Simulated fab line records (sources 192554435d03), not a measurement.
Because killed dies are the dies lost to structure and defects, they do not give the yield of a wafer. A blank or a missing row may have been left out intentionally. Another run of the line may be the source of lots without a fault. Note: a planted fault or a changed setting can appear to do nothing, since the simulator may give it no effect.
8D (eight disciplines) problem report, filled in by code + flow n5_finfet + the parts of the form that need people (team, actions taken, sign-off) are left out

1. THE PROBLEM
At N5_BEOL_M9_ETCH_61, etch_rf_on_time_s averages 45.7 s over 2 wafers from 2 lots, while fault-free wafers read 65.2 s, standard deviation 1.3. Relative to the usual mean, that is a shift of -15 standard deviations.
The step: etches SiARC in CF4, target depth 39 nm, time 65 s.
Earliest sighting: wafer L495.2 on rie_diel-05 at day 13 09:50. At this step, 32 wafers from 11 lots have a number in the record. Rule for "out", or "out of limits": more than 4 standard deviations from the usual mean. The other wafers with a number count as sound.

2. WHAT IT IS; WHAT IT IS NOT
| question                    | is                | is not                                                                                                  |
|-----------------------------|-------------------|---------------------------------------------------------------------------------------------------------|
| which readings at this step | etch_rf_on_time_s | chamber_pressure_mTorr, drypump_motor_current_A, rf_vpp_V, showerhead_plenum_p_Torr, throttle_valve_pct |
| which lots                  | L494, L495        | L482, L484, L486, L487, L489, L500, L503, L504, L505                                                    |
| which wafers of those lots  | L494.4, L495.2    | L494.1, L494.3, L495.3, L495.5                                                                          |
| read on which tools         | rie_diel-05       | rie_diel-02, rie_diel-04                                                                                |
| when                        | from day 13 09:50 | up to then (17 sound wafers); but 13 sound wafers of L494, L500, L503, L504, L505 came after            |

3. SUSPECTS, AND WHAT RULES EACH OUT
Counting: a tool at a process step up to the reading stays a suspect if it ran every lot that is out. Sound lots after the first of them don't rule it out here, since some wafers of a struck lot are sound.
- rie_diel-05 at N5_BEOL_M9_ETCH_61 (etches SiARC in CF4, target depth 39 nm, time 65 s): kept. It ran every lot that is out, first L495 (day 13 09:50); its last sound lot up to then is L484 (day 10 22:38). Its own etch_rf_on_time_s readings are out on those wafers.
- Within rie_diel-05 at N5_BEOL_M9_ETCH_61: the wafers that are out ran in chambers 1, 2; their sound lot-mates ran in chambers 0, 3.
Remaining after the count: rie_diel-05 at N5_BEOL_M9_ETCH_61.

4. THE CAUSE (what the simulator had put in)
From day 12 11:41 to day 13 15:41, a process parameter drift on rie_diel-05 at N5_BEOL_M9_ETCH_61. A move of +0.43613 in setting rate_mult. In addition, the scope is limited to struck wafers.
After counting, this tool was the only one left.

5. THE CHAIN OF EFFECTS, in route order
Each row: a reading where the mean over the struck wafers with a number is more than 3 standard deviations away from the usual. Only readings for which the record gives a usual standard deviation are gone through. hours: the time from each lot's start at the first step in this table that gives one to its start at this step, as a median over the lots. sigmas: the change in usual standard deviations.
| hours | step               | reading           | usual  | on struck wafers | change | sigmas |
|-------|--------------------|-------------------|--------|------------------|--------|--------|
| 0     | N5_BEOL_M9_ETCH_61 | etch_rf_on_time_s | 65.2 s | 45.7             | -19.5  | -15    |
It contains these process steps:
- N5_BEOL_M9_ETCH_61: etches SiARC in CF4, target depth 39 nm, time 65 s.
At these later measuring or inspecting steps, every struck wafer for which the step has a row has a number for every such reading, and none has moved that far: N5_BEOL_M9_CD_MEAS_18.

6. WHAT WOULD HAVE CAUGHT IT SOONER
First out-of-limits reading in this record: day 13 09:50, which is 22 hours after fault onset at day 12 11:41.
